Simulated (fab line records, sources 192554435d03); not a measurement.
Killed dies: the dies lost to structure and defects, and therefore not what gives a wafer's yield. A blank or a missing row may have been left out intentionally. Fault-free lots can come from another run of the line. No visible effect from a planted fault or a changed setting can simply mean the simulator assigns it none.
Chamber matching + flow n5Finfet + rieDiel-05 running N5_DUMMY_GATE_ETCH_31: 4 sister chambers
The step etches SiO2 in C4F6/O2, target depth 82.5 nm, time 27.5 s. 8 wafers are shown with their chamber, then 9 later ones without.

== EACH WAFER AND ITS CHAMBER ==
| wafer  | chamber | throttleValvePct (%) | drypumpMotorCurrentA (A) |
|--------|---------|----------------------|--------------------------|
| L074.2 | 3       | 20.92                | 5.4                      |
| L076.2 | 3       | 20.92                | 5.4                      |
| L080.6 | 1       | 20.90                | 5.0                      |
| L081.3 | 2       | 21.45                | 5.8                      |
| L081.6 | 1       | 20.90                | 4.9                      |
| L083.2 | 0       | 21.41                | 4.9                      |
| L083.3 | 2       | 21.48                | 5.8                      |
| L083.6 | 0       | 21.40                | 4.9                      |

== WAFERS WITH NO CHAMBER GIVEN ==
| wafer  | throttleValvePct (%) | drypumpMotorCurrentA (A) |
|--------|----------------------|--------------------------|
| L085.1 | 21.41                | 4.9                      |
| L085.2 | 20.93                | 5.4                      |
| L085.3 | 20.90                | 4.9                      |
| L090.2 | 20.91                | 4.9                      |
| L090.3 | 21.43                | 4.9                      |
| L090.4 | 20.94                | 5.4                      |
| L092.2 | 21.45                | 4.9                      |
| L092.5 | 20.95                | 5.4                      |
| L092.6 | 21.44                | 4.9                      |

== THE CHAMBER EACH PASSED THROUGH ==
| wafer  | from the rows above | in truth |
|--------|---------------------|----------|
| L085.1 | 0                   | 0        |
| L085.2 | 3                   | 3        |
| L085.3 | 1                   | 1        |
| L090.2 | 1                   | 1        |
| L090.3 | 0                   | 0        |
| L090.4 | 3                   | 3        |
| L092.2 | 0                   | 0        |
| L092.5 | 3                   | 3        |
| L092.6 | 0                   | 0        |
Placed correctly: 9 of 9. Number that these rows cannot place: 0. Placed wrongly: 0.
How it was worked out, from the rows above alone: a wafer's distance from a chamber is the root of the sum, over the readings, of the square of ((its reading less the chamber's mean) divided by the reading's scatter). If the next closest chamber is less than 2 further off than the closest, the wafer can't be placed; otherwise it belongs to the closest. A chamber's mean is the mean of its shown wafers. The scatter: the root of (the sum of the squares of (reading less its chamber's mean) over the shown wafers, divided by (wafers less chambers)).
